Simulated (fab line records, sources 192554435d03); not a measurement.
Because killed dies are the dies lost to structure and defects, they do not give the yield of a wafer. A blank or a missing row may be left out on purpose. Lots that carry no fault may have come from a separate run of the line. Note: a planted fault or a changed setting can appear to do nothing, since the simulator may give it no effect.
fab line records ; flow n5Finfet
record: lots: 4; wafers: 12; lastDay: 17
route steps=1938 shown BEOL_M4@1059 PASSIVATION@1936
lots that met no fault: taken from a fault-free run of the same line
startH: the number of hours between the record's first day and the start of the first shown wafer of the lot ; waitH: hours since the lot's step before ; " same as the row above ; L1.1+2: a row that stands for several wafers ; - no value, or no start was given ; * or withheld: withheld ; < > ~ a bound
route shown NAME@n: NAME is a module with steps in the file, n the number in the route of the first one ; usual: mean/standard deviation taken from wafers without a fault ; same: alike in all rows ; chamber/n: place in a boat ; sites: readings site by site ; _std_site: the values' standard deviation ; _edge_site: inner sites' mean taken away from outer sites' mean ; radiusMm: how far each site lies from the wafer's centre ; mask NAME#n: copy n ; behind: the most recent tool/chamber to have shaped the wafer ; hold: why the lot was held/for how many hours/how that ended ; device: which transistor (n, p or np) failed to switch ; end of line: at the end of the route, the tests of the same wafers ; a step with no rows: only its recipe ; killed: count of dies lost to structure and defects at first sort (not the wafer's yield) ; map: a wafer's dies, x killed, . not, _ none there
set.NAME: the setting as run; set.NAME@STEP: as run at that earlier step ; model.NAME: the simulator's own value behind a step, which no gauge read
certain route steps with their lots: each step a table, each wafer a row
services: a tool's chamber out of use, with start hour (startH, from the record's first day; less than 0 if before it), hours out, and reason
== steps ==
step: N5_BEOL_M4_DESCUM_33
recipe: chemistry: O2; timeS: 7; sourcePowerW: 50; biasPowerW: 20; pressureMtorr: 20; rfFrequencyHz: 2.712e+07; tempC: 40; resist: CAR-EUV; o2FlowSccm: 225
step: N5_BEOL_M4_ETCH_77
recipe: chemistry: N2/H2; target: underlayer; targetDepthA: 65; maskMaterial: CAR-EUV; timeS: 5.2; ionEnergyEv: 200; pressureMtorr: 30; sourceW: 840; biasW: 150; n2FlowSccm: 200; h2FlowSccm: 200; ends: cleared
step: N5_BEOL_M4_ETCH_69
recipe: chemistry: CF4; target: SiARC; targetDepthA: 156; maskMaterial: CAR-EUV; timeS: 26; ionEnergyEv: 80; pressureMtorr: 40; sourceW: 545; biasW: 36; Ar_flow_sccm: 100; cf4FlowSccm: 100; ends: cleared
step: N5_BEOL_M4_ALD_98
recipe: material: SiO2; targetThkA: 25; tempC: 100; aldPrecursorFamily: BDEAS; aldCoReactant: O2-plasma; pulseTimeS: 1; coReactantPulseTimeS: 1; purgeTimeS: 2; coReactantPurgeTimeS: 2; aldCycles: 17; pressureTorr: 2
step: N5_BEOL_M4_ETCHBACK_99
recipe: chemistry: CHF3; target: SiO2; targetDepthA: 50; timeS: 10.4; sourceW: 215; biasW: 47; Ar_flow_sccm: 200; CHF3_flow_sccm: 12; ionEnergyEv: 100; pressureMtorr: 30
step: N5_BEOL_M4_ETCH_70
recipe: chemistry: N2/H2; target: SOC; targetDepthA: 800; overetchA: 240; maskMaterial: SiARC; tempC: 40; timeS: 130; ionEnergyEv: 200; pressureMtorr: 30; sourceW: 840; biasW: 150; n2FlowSccm: 200; h2FlowSccm: 200
step: N5_BEOL_M4_STRIP_71
recipe: chemistry: N2/H2; tempC: 40; n2FlowSccm: 200; h2FlowSccm: 200; rfFrequencyHz: 6e+07
step: N5_BEOL_M4_STRIP_78
recipe: chemistry: N2/H2; tempC: 40; n2FlowSccm: 200; h2FlowSccm: 200; rfFrequencyHz: 6e+07
step: N5_BEOL_M4_VIA_ETCH_34
recipe: chemistry: C4F6/O2; targetDepthA: 694; maskMaterial: SOC; pressureMtorr: 15; ionEnergyEv: 250; taperDeg: 4; timeS: 65.9; sourceW: 350; biasW: 170; Ar_flow_sccm: 300; C4F6_flow_sccm: 10; O2_flow_sccm: 10
step: N5_BEOL_M4_STRIP_83
recipe: chemistry: C4F6/O2; resist: SiARC; rfFrequencyHz: 6e+07
step: N5_BEOL_M4_STRIP_36
recipe: chemistry: N2/H2; powerW: 450; tempC: 40; pressureMtorr: 20; rfFrequencyHz: 6e+07; overashFraction: 0.3; biasPowerW: 7; h2Frac: 0.5; n2FlowSccm: 200; h2FlowSccm: 200
step: N5_BEOL_M4_TRENCH_ETCH_37
recipe: chemistry: C4F6/O2; targetDepthA: 555.55; target: SiOC; timeS: 29.2; ionEnergyEv: 250; pressureMtorr: 30; sourceW: 355; biasW: 185; Ar_flow_sccm: 300; C4F6_flow_sccm: 10; O2_flow_sccm: 10
usual: drypumpMotorCurrentA: 5.7/0.46; mfcArSccm: 300.0/0.96; oes_f_703_au: 0.83/0.11; oes_o_777_au: 0.83/0.11; oesProductAu: 0.82/0.1; rfFwdPowerW: 349.5/1.8; rfVppV: 665/29; showerheadPlenumPTorr: 2.90/0.068; throttleValvePct: 20.79/0.23
lot.wafer;tool;chamber;startH;waitH;drypumpMotorCurrentA;mfcArSccm;oes_f_703_au;oes_o_777_au;oesProductAu;rfFwdPowerW;rfHoursCounterH;rfVppV;showerheadPlenumPTorr;throttleValvePct;model.etch.depthNm;model.BEOL_M4.featureDepthNm
L828.1;rieDiel-04;3;240.13;-;5.4;300.2;0.86;0.87;0.90;347.1;27;662;2.81;20.80;56.05;56
L828.2;rieDiel-04;2;240.13;-;4.8;298.3;0.96;0.97;0.97;347.1;1;683;2.91;20.81;52.96;53
L828.4;rieDiel-04;3;240.13;-;5.4;302.0;0.86;0.88;0.90;346.1;-;663;2.81;20.79;55.72;55.8
L832.4;rieDiel-04;0;269.56;-;5.9;301.3;1.15;1.11;0.93;436.4;51;578;2.78;20.64;62.14;62.2
L832.5;rieDiel-04;1;269.56;-;5.1;302.6;1.30;1.30;1.03;433.3;-;581;2.91;20.99;61.32;61.4
L832.6;rieDiel-04;2;269.56;-;4.8;300.4;1.16;1.15;0.96;433.9;-;614;2.90;20.83;57.81;57.8
L833.4;rieDiel-04;2;286.40;-;4.8;299.7;1.14;1.12;0.95;434.4;18;613;2.90;20.84;58.21;58.2
L833.5;rieDiel-04;2;286.40;-;4.8;300.0;1.15;1.12;0.96;434.7;-;615;2.90;20.84;58.05;58
L833.6;rieDiel-04;1;286.40;-;5.1;299.4;1.26;1.27;1.01;433.9;-;580;2.91;20.98;61.93;62
L836.1;rieDiel-05;3;301.27;-;5.6;300.3;0.88;0.87;0.84;350.2;55;622;2.97;20.56;54.99;55
L836.4;rieDiel-05;1;301.27;-;5.2;301.0;0.91;0.91;0.92;350.3;36;682;2.90;20.74;57.06;57
L836.5;rieDiel-05;2;301.27;-;6.3;300.2;0.83;0.86;0.78;347.7;-;616;2.99;20.97;56.15;56.2
step: N5_BEOL_M4_ETCH_41
recipe: chemistry: CH3F/O2; target: SiCN; targetDepthA: 299; taperDeg: 2; timeS: 52.5; ionEnergyEv: 120; maskMaterial: TiN; pressureMtorr: 30; sourceW: 395; biasW: 75; Ar_flow_sccm: 150; CH3F_flow_sccm: 30; O2_flow_sccm: 20
step: N5_BEOL_M4_STRIP_97
recipe: chemistry: N2/H2; timeS: 10; powerW: 450; tempC: 40; pressureMtorr: 20; rfFrequencyHz: 6e+07; biasPowerW: 7; n2FlowSccm: 200; h2FlowSccm: 200
step: N5_BEOL_M4_OCD_MEAS_38
usual: trenchDepthNm: 55.6/1.5
lot.wafer;tool;chamber;startH;waitH;trenchDepthNm
L828.1;ocd-02;-;240.29;-;55.8
L828.2;ocd-02;-;240.29;-;52.5
L828.4;ocd-02;-;240.29;-;55.2
L832.4;ocd-02;-;269.71;-;61.5
L832.5;ocd-02;-;269.71;-;60.1
L832.6;ocd-02;-;269.71;-;57.2
L833.4;ocd-01;-;286.56;-;58.1
L833.5;ocd-01;-;286.56;-;57.6
L833.6;ocd-01;-;286.56;-;62.5
L836.1;ocd-02;-;301.42;-;55.6
L836.4;ocd-02;-;301.42;-;57.2
L836.5;ocd-02;-;301.42;-;56.2
step: N5_BEOL_M4_HM_STRIP_39
recipe: chemistry: peroxideTinStrip; material: TiN; targetDepthA: 250; tempC: 50; timeS: 158
step: N5_BEOL_M4_SRD_40
recipe: timeS: 30; tempC: 23; rinseLiquid: diw; dry: ipaMarangoni
step: N5_BEOL_M4_PRECLEAN_42
recipe: chemistry: residueRemover; timeS: 60; tempC: 40
step: N5_BEOL_M4_SRD_43
recipe: timeS: 30; tempC: 23; rinseLiquid: diw; dry: ipaMarangoni
step: N5_BEOL_M4_DEGAS_44
recipe: ambient: vacuum; tempC: 250; timeS: 60
step: N5_BEOL_M4_PRE_CLEAN_45
recipe: gas: H2/He; timeS: 30; tempC: 250
step: N5_BEOL_M4_ALD_84
recipe: material: TaN; targetThkA: *; tempC: 275; aldPrecursorFamily: PDMAT; aldCoReactant: NH3; pressureTorr: 3; carrierFlowSccm: 1500; pulseTimeS: 2; purgeTimeS: 3; coReactantPurgeTimeS: 2; coReactantPulseTimeS: 3; aldCycles: 30; precursorVesselTempC: 75; precursorVesselPressureTorr: 26.25; precursorVesselCarrierSccm: 1000
step: N5_BEOL_M4_SURFACE_TREAT_85
recipe: gas: Ar; timeS: *; ionEnergyEv: *; ionCurrentMaCm2: 0.5; pressureMtorr: *; arFlowSccm: 30
step: N5_BEOL_M4_CVD_47
recipe: material: Co; targetThkA: 30; tempC: withheld; precursor: CCTBA/H2; pressureTorr: 30; timeS: 223.8
step: N5_BEOL_M4_SPUTTER_48
recipe: material: Cu; targetThkA: 45; tempC: -20; chamberPressurePa: 0.07; powerW: withheld; timeS: 8.29
step: N5_BEOL_M4_ANNEAL_49
recipe: tempC: 400; timeS: 240; ambient: vacuum
step: N5_BEOL_M4_SPUTTER_79
recipe: material: Cu; targetThkA: 45; tempC: -20; chamberPressurePa: 0.07; powerW: withheld; timeS: 8.29
step: N5_BEOL_M4_ANNEAL_80
recipe: tempC: 400; timeS: 240; ambient: vacuum
step: N5_BEOL_M4_SPUTTER_81
recipe: material: Cu; targetThkA: 45; tempC: -20; chamberPressurePa: 0.07; powerW: withheld; timeS: 8.29
step: N5_BEOL_M4_ANNEAL_82
recipe: tempC: 400; timeS: 240; ambient: vacuum
step: N5_BEOL_M4_SPUTTER_86
recipe: material: Cu; targetThkA: 45; tempC: -20; chamberPressurePa: 0.07; powerW: withheld; timeS: 8.29
step: N5_BEOL_M4_ANNEAL_87
recipe: tempC: 400; timeS: 240; ambient: vacuum
step: N5_BEOL_M4_SPUTTER_88
recipe: material: Cu; targetThkA: 45; tempC: -20; chamberPressurePa: 0.07; powerW: withheld; timeS: 8.29
step: N5_BEOL_M4_ANNEAL_89
recipe: tempC: 400; timeS: 240; ambient: vacuum
step: N5_BEOL_M4_SPUTTER_90
recipe: material: Cu; targetThkA: 45; tempC: -20; chamberPressurePa: 0.07; powerW: withheld; timeS: 8.29
step: N5_BEOL_M4_ANNEAL_91
recipe: tempC: 400; timeS: 240; ambient: vacuum
step: N5_BEOL_M4_SPUTTER_92
recipe: material: Cu; targetThkA: 45; tempC: -20; chamberPressurePa: 0.07; powerW: withheld; timeS: 8.29
step: N5_BEOL_M4_ANNEAL_93
recipe: tempC: 400; timeS: 240; ambient: vacuum
step: N5_BEOL_M4_SPUTTER_94
recipe: material: Cu; targetThkA: 45; tempC: -20; chamberPressurePa: 0.07; powerW: withheld; timeS: 8.29
step: N5_BEOL_M4_ANNEAL_95
recipe: tempC: 400; timeS: 240; ambient: vacuum
step: N5_BEOL_M4_CMP_52
recipe: stopOn: SiOC; tOverpolishS: 6.8; downForcePsi: 1; platenRpm: 50; clearingPlatenDownForcePsi: 1.5; clearingPlatenRpm: 50; postCmpClean: cuAlkaline; targetThkNm: 40; clearingPlatenPadVelocityMS: 0.99484; padVelocityMS: 0.99484
usual: barrierFieldEndpointS: 24.7/0.79; clearingPlatenRpm: 49.999/0.029; motorCurrentA: 6.2/0.7; overpolishRunS: 6.799/0.0097; retainingRingPressureFrac: 1.000/0.0051; timeToEndpointS: 61/4.4
lot.wafer;tool;chamber;startH;waitH;barrierFieldEndpointS;clearingPlatenRpm;motorCurrentA;overpolishRunS;retainingRingPressureFrac;timeToEndpointS;model.Cu_of_BEOL_M4_ECD_50.thkNm
L828.2;cmp-04;3;244.05;0.2;23.9;50.039;6.0;6.803;1.000;57;36
L828.4;cmp-04;0;244.05;0.2;23.4;50.021;6.0;6.798;0.993;56;38.6
L828.1;cmp-04;2;244.05;0.2;25.2;50.024;5.7;6.802;1.001;63;41.8
L832.4;cmp-01;3;273.06;0.1;25.8;49.999;5.9;6.803;0.997;66;48.8
L832.6;cmp-01;3;273.06;0.1;25.3;50.001;5.7;6.806;1.001;67;43.8
L832.5;cmp-01;0;273.06;0.1;23.5;49.976;7.3;6.801;1.000;56;44.4
L833.4;cmp-01;3;290.43;0.3;25.0;49.974;5.4;6.806;1.003;63;44.2
L833.5;cmp-01;0;290.43;0.3;24.3;50.020;7.4;6.797;0.998;57;40.4
L833.6;cmp-01;1;290.43;0.3;25.4;50.000;6.0;6.805;1.001;64;47.2
L836.4;cmp-01;2;304.64;0.1;25.5;49.959;5.2;6.789;0.991;60;40.6
L836.1;cmp-01;3;304.64;0.1;25.8;50.005;5.6;6.806;0.994;67;41.2
L836.5;cmp-01;3;304.64;0.1;25.5;49.970;5.8;6.813;0.998;67;43.2
step: N5_BEOL_M4_RC_MEAS_101
usual: DIBL_N: 37.5/2; DIBL_P: 37.5/2.5; IOFF_N: 0.18/0.042; IOFF_P: 0.24/0.046; ION_N: 677/15; ION_P: 464/9.5; SS_N: 72.0/0.76; SS_P: 73.6/0.79; VT_N: 249/3.5; VT_P: -249/3.2
lot.wafer;tool;chamber;startH;waitH;DIBL_N[mV/V];DIBL_P[mV/V];IOFF_N[nA/um];IOFF_P[nA/um];ION_N[uA/um];ION_P[uA/um];SS_N[mV/dec];SS_P[mV/dec];VT_N[mV];VT_P[mV]
L828.1;prober-02;0;244.72;0.0;34.6;33.6;0.13;0.18;667;455;71.9;73.6;254;-251
L828.2;prober-02;0;244.72;0.0;34.9;34.2;0.15;0.21;657;455;71.8;72.4;249;-248
L828.4;prober-02;0;244.72;0.0;38.6;39.3;0.22;0.29;695;473;72.4;74.2;245;-244
L832.4;prober-01;0;274.13;0.5;40.1;39.0;0.21;0.26;674;465;72.5;73.9;246;-244
L832.5;prober-01;0;274.13;0.5;40.2;38.9;0.20;0.27;671;464;72.6;74.6;248;-246
L832.6;prober-01;0;274.13;0.5;38.5;38.0;0.18;0.27;680;470;72.1;73.4;248;-247
L833.4;prober-01;0;291.88;1.0;39.3;40.8;0.24;0.32;710;488;72.2;73.4;242;-241
L833.5;prober-01;0;291.88;1.0;36.9;37.8;0.18;0.26;675;469;72.3;73.0;247;-248
L833.6;prober-01;0;291.88;1.0;33.6;33.7;0.12;0.19;672;467;70.7;71.9;254;-248
L836.1;prober-01;0;305.25;0.0;39.0;37.2;0.21;0.22;659;448;72.9;74.2;250;-253
L836.4;prober-01;0;305.25;0.0;37.8;37.0;0.19;0.22;703;469;72.0;73.6;248;-250
L836.5;prober-01;0;305.25;0.0;37.5;37.1;0.18;0.21;693;473;71.9;73.5;246;-253
step: N5_PASSIVATION_PROBE_49
usual: defectLimitedYield: 91.8/1.5; killed_at_M0_to_M3: 33/11; killed_at_M4_up: 13/5; killedAtContacts: 11/5.6; killedAtFrontEnd: 36/12; killedAtOther: 3.4/2.5; killedDies: 97/18; killedOpen: 64/13; killedShort: 31/6.9; sort_bin_5_function: 4.8/1; sort_bin_6_memory: 3.1/0.64; sortNPass: 1083/18; sortYieldPct: 91.8/1.5
same: grossDies: 1180; killedAtBackSide: 0; sort_bin_4_leakage[%]: 0; sort_bin_8_speed[%]: 0
lot.wafer;tool;chamber;startH;waitH;defectLimitedYield[%];killed_at_M0_to_M3;killed_at_M4_up;killedAtContacts;killedAtFrontEnd;killedAtOther;killedDies;killedOpen;killedShort;sort_bin_5_function[%];sort_bin_6_memory[%];sortNPass;sortYieldPct[%]
L832.4;prober-01;-;374.10;0.2;93.1;19;3;12;41;6;81;51;29;3.3;3.1;1099;93.1
L832.5;prober-01;-;374.15;0.2;93.5;12;12;5;45;3;77;35;30;3.1;2.6;1103;93.5
L832.6;prober-01;-;374.20;0.3;90.9;39;18;10;33;7;107;58;43;5.3;2.8;1073;90.9
L836.1;prober-02;-;409.38;0.0;93.8;16;20;6;27;4;73;51;22;3.6;2.6;1107;93.8
L836.4;prober-02;-;409.53;0.2;91.9;34;16;10;33;2;95;68;27;4.2;3.6;1085;91.9
L836.5;prober-02;-;409.58;0.2;91.6;36;13;20;28;2;99;69;29;4.2;3.6;1081;91.6
killed by level:class
L832.4 FIN_SAQP:geometricParticle:short=15 FIN_SAQP:geometricParticle:open=11 MOL_CONTACT_COAG:geometricParticle:open=8 BEOL_M3:geometricParticle:open=8 STI_FIN_REVEAL:geometricParticle:open=5 STARTING-WAFER:geometricParticle:open=4 MOL_CONTACT_COAG:geometricParticle:short=3 BEOL_M0_SAQP:geometricParticle:open=3
L832.5 FIN_SAQP:geometricParticle:open=11 FIN_SAQP:geometricParticle:short=10 HKMG_FIN:areaEtch=8 GATE_CUT:geometricParticle:short=5 BEOL_M4:geometricParticle:short=5 MOL_CONTACT_COAG:geometricParticle:open=3 BEOL_M2:geometricParticle:open=3 SDB:geometricParticle:short=2
L832.6 BEOL_M3:geometricParticle:open=16 MOL_CONTACT_COAG:geometricParticle:open=9 BEOL_M0:geometricParticle:short=7 FIN_SAQP:geometricParticle:short=5 FIN_SAQP:geometricParticle:open=4 BEOL_M2:geometricParticle:open=4 BEOL_M6:geometricParticle:open=4 HKMG_FIN:areaEtch=4
L836.1 BEOL_M4:geometricParticle:open=9 STI_FIN_REVEAL:geometricParticle:open=7 BEOL_M0_SAQP:geometricParticle:open=7 FIN_SAQP:geometricParticle:short=5 FIN_SAQP:geometricParticle:open=5 MOL_CONTACT_COAG:geometricParticle:open=4 BEOL_M3:geometricParticle:open=4 DUMMY_GATE:geometricParticle:open=3
L836.4 BEOL_M3:geometricParticle:open=18 BEOL_M4:geometricParticle:open=11 DUMMY_GATE:geometricParticle:open=7 MOL_CONTACT_COAG:geometricParticle:open=7 STI_FIN_REVEAL:geometricParticle:open=6 BEOL_M2:geometricParticle:open=5 FIN_SAQP:geometricParticle:short=4 BEOL_M0_SAQP:geometricParticle:short=4
L836.5 MOL_CONTACT_COAG:geometricParticle:open=16 BEOL_M0_SAQP:geometricParticle:open=10 BEOL_M0_SAQP:geometricParticle:short=9 STI_FIN_REVEAL:geometricParticle:open=7 DUMMY_GATE:geometricParticle:open=6 MOL_CONTACT_COAG:geometricParticle:short=4 BEOL_M2:geometricParticle:open=4 BEOL_M3:geometricParticle:open=4
== services ==
tool;chamber;startH;hours;kind
cmp-04;-;217.46;3.4;pm
rieDiel-04;2;217.90;5.7;repair
rieDiel-04;2;223.62;-;clean
rieDiel-04;2;223.62;-;consumableReplace:focusRing
rieDiel-04;2;223.62;14.5;scheduledDown
rieDiel-04;2;223.62;14.5;ventCycle
cmp-04;-;229.89;4.0;pm
rieDiel-05;0;230.90;5.1;repair
cmp-04;-;233.89;-;consumableReplace:conditioner
cmp-04;-;233.89;-;consumableReplace:pad
rieDiel-04;1;238.23;-;clean
rieDiel-04;1;238.23;-;consumableReplace:focusRing
rieDiel-04;1;238.23;16.5;scheduledDown
rieDiel-04;1;238.23;16.5;ventCycle
cmp-01;-;260.34;2.1;repair
cmp-01;-;293.55;4.3;pm
== key ==
firstSign: step: N5_BEOL_M4_TRENCH_ETCH_37; reading: rfFwdPowerW; direction: up; sigmas: 47; usual: *; struck: *
effect: step: N5_BEOL_M4_TRENCH_ETCH_37; reading: oes_f_703_au; direction: up; sigmas: 3.4; usual: 0.83; struck: 1.19
effect: step: N5_BEOL_M4_OCD_MEAS_38; reading: trenchDepthNm; direction: up; sigmas: 2.7; usual: 55.6; struck: 59.5
modelEffect: step: N5_BEOL_M4_TRENCH_ETCH_37; value: etch.depthNm; without: 55.11; struck: 59.91
modelEffect: step: N5_BEOL_M4_CMP_52; value: Cu_of_BEOL_M4_ECD_50.thkNm; without: 40.03; struck: 44.8
metAt N5_BEOL_M4_TRENCH_ETCH_37
struckWafers L832.4,L832.5,L832.6,L833.4,L833.5,L833.6
onsetBetween 240.13 269.56
fault: kind: processParameterDrift; tool: rieDiel-04; chamber: -; onsetH: 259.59; steps: N5_BEOL_M4_TRENCH_ETCH_37; channel: sourceW; offset: 85.2; shape: step; endH: 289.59; actsIn: theseRecipesOnly; stated: 355
